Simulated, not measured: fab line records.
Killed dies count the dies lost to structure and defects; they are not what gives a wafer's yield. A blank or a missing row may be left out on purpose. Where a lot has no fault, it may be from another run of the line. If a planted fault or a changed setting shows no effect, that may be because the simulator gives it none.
Which tool did it? ; flow n5Finfet ; 12 lots with 36 wafers sampled at 2 steps, on a route of 1938 steps

WHAT EACH GAUGE READ, for each wafer
N5_HKMG_FIN_CD_MEAS_12: target cd 92.8 nm.
lot;measured;on;cdNm (nm)
L075;day 4 10:23;cdSem-01;91.4 91.2 92.2
L077;day 4 21:20;cdSem-03;92.4 93.6 92.9
L079;day 5 10:37;cdSem-03;91.7 92.8 92.6
L081;day 6 01:40;cdSem-03;92.5 92.9 92.6
L083;day 6 13:31;cdSem-01;93.7 93.2 93.2
L085;day 7 04:13;cdSem-03;92.7 93.9 93.6
L087;day 7 14:07;cdSem-01;93.3 92.9 92.7
L089;day 7 20:53;cdSem-03;92.6 93.1 93.1
L091;day 8 09:36;cdSem-01;93.7 93.8 93.1
L093;day 8 19:34;cdSem-01;92.9 93.7 93.4
L095;day 9 08:13;cdSem-01;92.9 92.2 92.3
L097;day 9 20:03;cdSem-02;92.8 92.6 92.5

EACH LOT AND THE TOOL THAT RAN IT (in order: tool; ch and the chambers of the sampled wafers; start)
lot;N5_HKMG_FIN_STRIP_60
L075;plasmaAsher-01 ch 0, day 4 08:06
L077;plasmaAsher-01 ch 0,1, day 4 18:56
L079;plasmaAsher-01 ch 0,1, day 5 08:20
L081;plasmaAsher-01 ch 0, day 5 23:16
L083;plasmaAsher-01 ch 0,1, day 6 11:13
L085;plasmaAsher-01 ch 0,1, day 7 01:45
L087;plasmaAsher-02 ch 0,1, day 7 11:51
L089;plasmaAsher-01 ch 0,1, day 7 18:26
L091;plasmaAsher-01 ch 0,1, day 8 07:19
L093;plasmaAsher-01 ch 0,1, day 8 17:17
L095;plasmaAsher-02 ch 0,1, day 9 05:56
L097;plasmaAsher-01 ch 0,1, day 9 17:28
- N5_HKMG_FIN_STRIP_60: strips in N2/H2, time 360 s.

THE ANSWER, worked out from the rows above alone
Rule: the lots themselves supply what counts as usual. Put in order of their means at a reading, lots are off if they are a third of the lots or fewer, leave a main group of 4 or more, and stand apart from it by a gap of 3 or more times the standard deviation of the main group's means; of several such gaps the widest counts. A main group whose means are all the same, to the digits that the tables above print for the reading, isn't used. Also off: a lot with no number at a reading for which 4 or more lots have one. The other lots that the step has rows for count as sound.
None of the lots is off at any reading shown; this tells nothing.

WHAT HAD BEEN PUT IN BY THE SIMULATOR
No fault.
